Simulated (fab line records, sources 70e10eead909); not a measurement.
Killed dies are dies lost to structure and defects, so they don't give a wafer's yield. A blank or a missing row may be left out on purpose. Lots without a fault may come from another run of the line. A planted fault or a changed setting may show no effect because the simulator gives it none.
A struck lot beside a sound one | flow nand_harc | 20 steps out of a route of 1302
Sound: wafers L945.2, L945.3, L945.4. Struck: wafers L957.1, L957.3, L957.6. The cause comes at the end.
At each step with rows: each side's tool, then ch and its chambers, then its first start. Under that, the readings that differ: sound wafers | struck wafers | difference of the means | sigmas: that difference in standard deviations of wafers without a fault.
alike: readings whose means differ by less than 2 such deviations, and words and numbers that are the same on both sides. not compared: withheld readings, readings that some wafer has no value for, bounds like >300 that may hide the same value, and numbers for which the record gives no deviation and whose values overlap.
The two part at a step that has a row with sigmas, a row that says differs or no value, or rows on one side only. Numbers that don't overlap but have no deviation are shown without sigmas and don't part them. A reading that every wafer of one side lacks parts them only if that side has two wafers or more.

NHARC_A_CONTACT_CMP_20: polishes, t overpolish 30 s, target thk 300 nm.
  sound on cmp-01 ch 1,2,3, day 23 17:29; struck on cmp-02 ch 0,1,2, day 28 05:23
  alike: motor_current_A, overpolish_run_s, time_to_endpoint_s
then, 1 step without rows for these wafers: NHARC_A_CONTACT_SRD_22.
NHARC_A_CONTACT_INSPECT_23:
  sound on defect_inspect-02, day 23 17:53; struck on defect_inspect-02, day 28 05:46
  alike: raw_defect_count
then, 8 steps without rows for these wafers: NHARC_A_BLC_DEHYDRATE_00 (time 120 s); NHARC_A_BLC_HMDS_01 (time 30 s); NHARC_A_BLC_COAT_02 (time 75 s); NHARC_A_BLC_COAT_03 (time 65 s); NHARC_A_BLC_COAT_04 (resist thk 90 nm); NHARC_A_BLC_SOFTBAKE_05 (time 55 s); NHARC_A_BLC_EBR_06; NHARC_A_BLC_EXPOSE_07 (exposes mask A BLC, target cd 100 nm).
NHARC_A_BLC_PEB_08: peb time 65 s.
  sound on litho_track-04 ch 0, day 23 18:19; struck on litho_track-04 ch 0, day 28 06:11
  alike: heater_power_total_W, plate_temp_C
then, 1 step without rows for these wafers: NHARC_A_BLC_DEVELOP_09 (develop time 35 s).
NHARC_A_BLC_CD_MEAS_10: target cd 100 nm.
  sound on cd_sem-02 ch 0, day 23 18:23; struck on cd_sem-02 ch 0, day 28 06:16
  alike: cd_nm
NHARC_A_BLC_OVL_MEAS_11:
  sound on overlay-01, day 23 18:29; struck on overlay-02, day 28 06:22
  alike: overlay_x_nm, overlay_y_nm
NHARC_A_BLC_INSPECT_12:
  sound on defect_inspect-02, day 23 18:31; struck on defect_inspect-01, day 28 06:24
  alike: raw_defect_count
NHARC_A_BLC_DESCUM_15: chemistry O2, time 3 s.
  sound on rie_diel-11 ch 1,2,3, day 23 18:34; struck on rie_diel-11 ch 1,2,3, day 28 06:28
  alike: drypump_motor_current_A, mfc_ar_sccm, oes_product_au, rf_vpp_V, showerhead_plenum_p_Torr, throttle_valve_pct
  not compared: rf_hours_counter_h, model.A_BLC.cd_nm
NHARC_A_BLC_ETCH_16: etches the open film in CF4, target depth 39 nm, time 65 s.
  sound on rie_diel-11 ch 0,2,3, day 23 18:40; struck on rie_diel-11 ch 0,1, day 28 06:33
  alike: drypump_motor_current_A, mfc_ar_sccm, oes_product_au, rf_vpp_V, showerhead_plenum_p_Torr, throttle_valve_pct
  not compared: rf_hours_counter_h, model.A_BLC.cd_nm
NHARC_A_BLC_ETCH_17: etches the open film in N2/H2, target depth 390 nm, time 609.38 s.
  sound on rie_diel-11 ch 0,1,2; struck on rie_diel-11 ch 0,1,2
  alike: drypump_motor_current_A, h2_flow_sccm, mfc_ar_sccm, oes_product_au, rf_vpp_V, showerhead_plenum_p_Torr, throttle_valve_pct
  not compared: rf_hours_counter_h
then, 1 step without rows for these wafers: NHARC_END_SORT_01.

WHERE THEY PART
Nowhere in this record.

WHY: what the simulator had put in
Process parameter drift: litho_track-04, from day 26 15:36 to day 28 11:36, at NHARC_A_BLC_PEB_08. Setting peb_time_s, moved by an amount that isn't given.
